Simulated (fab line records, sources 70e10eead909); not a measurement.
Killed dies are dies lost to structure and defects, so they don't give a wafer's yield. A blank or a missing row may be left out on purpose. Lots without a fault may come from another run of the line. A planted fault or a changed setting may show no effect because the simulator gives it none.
Which tool did it? | flow nand_harc | 24 lots, 72 wafers sampled, at 1 step of a route of 1159

WHAT THE GAUGES READ, wafer by wafer
NHARC_P_ZERO_WELL_INSPECT_43.
lot  | measured    | on                | raw_defect_count
L074 | day 1 19:45 | defect_inspect-02 | 6 14 15
L075 | day 2 01:41 | defect_inspect-02 | 15 11 11
L076 | day 2 07:28 | defect_inspect-01 | 8 21 15
L077 | day 2 13:50 | defect_inspect-01 | 15 14 8
L078 | day 2 19:43 | defect_inspect-01 | 16 24 17
L079 | day 3 01:40 | defect_inspect-02 | 11 26 12
L080 | day 3 07:52 | defect_inspect-01 | 16 10 15
L081 | day 3 13:37 | defect_inspect-01 | 10 12 12
L082 | day 3 19:51 | defect_inspect-01 | 7 13 12
L083 | day 4 01:33 | defect_inspect-02 | 10 16 11
L084 | day 4 07:30 | defect_inspect-01 | 13 9 15
L085 | day 4 13:30 | defect_inspect-01 | 12 10 11
L086 | day 4 19:34 | defect_inspect-02 | 14 6 12
L087 | day 5 01:10 | defect_inspect-01 | 10 11 6
L088 | day 5 07:36 | defect_inspect-01 | 12 16 10
L089 | day 5 13:32 | defect_inspect-02 | 16 20 22
L090 | day 5 19:35 | defect_inspect-01 | 16 8 12
L091 | day 6 01:40 | defect_inspect-01 | 16 14 19
L092 | day 6 07:34 | defect_inspect-02 | 16 4 17
L093 | day 6 13:32 | defect_inspect-02 | 8 3 6
L094 | day 6 20:03 | defect_inspect-02 | 13 9 15
L095 | day 7 01:41 | defect_inspect-02 | 26 12 19
L096 | day 7 07:34 | defect_inspect-01 | 31 13 21
L097 | day 7 13:28 | defect_inspect-01 | 15 13 19

WHICH TOOL RAN EACH LOT (tool, then ch and the chambers of the sampled wafers, then the start)
The record holds no process step before these readings.

WHAT THE TOOLS THEMSELVES READ (means of the sampled wafers that have a number; where no wafer has one, the mark that the record gives instead)
The record holds no such reading with a usual standard deviation.

THE ANSWER, worked out from the rows above alone
Rule: what is usual is taken from the lots themselves. Put in order of their means at a reading, lots are off if they are a third of the lots or fewer, leave a main group of 4 or more, and stand apart from it by a gap of 3 or more times the standard deviation of the main group's means; of several such gaps the widest counts. A main group whose means are all the same, to the digits that the tables above print for the reading, isn't used. A lot without any number at a reading at which 4 lots or more have one is off too. The other lots that the step has rows for count as sound. The gauges are gone through in route order, then the tools' own readings, and for those a lot's mean is taken as printed above. The first step at which some lot is off is used, and at that step the reading that is off furthest; a lot without a number counts as furthest.
No lot is off at any reading shown: from this, nothing can be told.

WHAT THE SIMULATOR HAD PUT IN
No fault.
